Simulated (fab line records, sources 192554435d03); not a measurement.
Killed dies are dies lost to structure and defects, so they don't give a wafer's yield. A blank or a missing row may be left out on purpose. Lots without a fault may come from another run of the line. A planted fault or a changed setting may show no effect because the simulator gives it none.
One fault seen from 3 desks | flow n5_finfet | each desk has only its own numbers; what lay behind them comes last

THE TOOL OWNER'S DESK: rie_diel-02
The tool's own readings at N5_BEOL_M0_SAQP_CUT_ETCH_46 (etches SOC in N2/H2, target depth 135 nm, overetch 27 nm, time 202.5 s): means of the sampled wafers that have a number, for each lot that ran on this tool. A lot is out of limits, marked OUT, if its mean lies more than 4 standard deviations from the usual mean; the brackets give that distance.
Columns: A = drypump_motor_current_A at N5_BEOL_M0_SAQP_CUT_ETCH_46, usual 5.9 A; B = h2_flow_sccm at N5_BEOL_M0_SAQP_CUT_ETCH_46, usual 200.0 sccm; C = rf_vpp_V at N5_BEOL_M0_SAQP_CUT_ETCH_46, usual 524.2 V; D = showerhead_plenum_p_Torr at N5_BEOL_M0_SAQP_CUT_ETCH_46, usual 2.56 Torr; E = throttle_valve_pct at N5_BEOL_M0_SAQP_CUT_ETCH_46, usual 17.7 %
lot  | first seen here | A   | B     | C     | D    | E
L521 | day 6 22:59     | 6.4 | 200.5 | 524.5 | 2.56 | 17.9
L530 | day 9 07:33     | 6.4 | 200.0 | 524.7 | 2.58 | 17.6
L531 | day 9 17:54     | 6.2 | 199.9 | 523.8 | 2.56 | 17.8
L532 | day 9 23:23     | 6.4 | 200.0 | 524.6 | 2.56 | 17.7
This desk's finding: nothing out of limits on any of the 4 lots.

THE DEFECT DESK
What the inspections along the route counted, lot by lot: means of the sampled wafers that have a number. A lot is out of limits, marked OUT, if its mean lies more than 4 standard deviations from the usual mean; the brackets give that distance.
Columns: A = raw_defect_count at N5_BEOL_M0_SAQP_INSPECT_42, usual 282
lot  | first seen here | A
L521 | day 6 22:52     | 362
L530 | day 9 07:26     | 388
L531 | day 9 17:47     | 230
L532 | day 9 23:16     | 311
L534 | day 10 10:11    | 274
L538 | day 11 08:34    | 214
L539 | day 11 12:45    | 509
This desk's finding: nothing out of limits on any of the 7 lots.

THE METROLOGY DESK
What the gauges read, lot by lot, whatever tool the lot ran on: means of the sampled wafers that have a number. A lot is out of limits, marked OUT, if its mean lies more than 4 standard deviations from the usual mean; the brackets give that distance. Of its 12 readings 7 are shown: those that lie furthest out on some lot.
Columns: A = cd_nm at N5_BEOL_M0_SAQP_CD_MEAS_40, usual 29.96 nm; B = M0_CUT1_OVL at N5_BEOL_M0_SAQP_OVL_MEAS_41, usual 0.4 nm; C = IOFF_P at N5_BEOL_M4_RC_MEAS_101, usual 0.21 nA/um; D = ION_N at N5_BEOL_M4_RC_MEAS_101, usual 672 uA/um; E = ION_P at N5_BEOL_M4_RC_MEAS_101, usual 463 uA/um; F = VT_N at N5_BEOL_M4_RC_MEAS_101, usual 251 mV; G = VT_P at N5_BEOL_M4_RC_MEAS_101, usual -250 mV
lot  | first seen here | A     | B    | C    | D   | E   | F   | G
L521 | day 6 22:46     | 29.74 | 0.5  | 0.22 | 675 | 470 | 250 | -247
L530 | day 9 07:20     | 29.73 | 0.6  | 0.26 | 692 | 475 | 246 | -247
L531 | day 9 17:41     | 29.63 | 1.4  | 0.24 | 684 | 476 | 250 | -244
L532 | day 9 23:10     | 29.70 | 1.1  | 0.22 | 676 | 466 | 250 | -250
L534 | day 10 10:05    | 30.15 | 0.7  | 0.23 | 673 | 464 | 251 | -252
L538 | day 11 08:29    | 30.14 | -0.3 | 0.23 | 677 | 465 | 250 | -247
L539 | day 11 12:40    | 30.09 | 0.1  | 0.22 | 678 | 469 | 250 | -247
This desk's finding: nothing out of limits on any of the 7 lots.

PUT TOGETHER
The tool owner's desk saw nothing out of limits.
The defect desk saw nothing out of limits.
The metrology desk saw nothing out of limits.

WHAT THE SIMULATOR HAD PUT IN
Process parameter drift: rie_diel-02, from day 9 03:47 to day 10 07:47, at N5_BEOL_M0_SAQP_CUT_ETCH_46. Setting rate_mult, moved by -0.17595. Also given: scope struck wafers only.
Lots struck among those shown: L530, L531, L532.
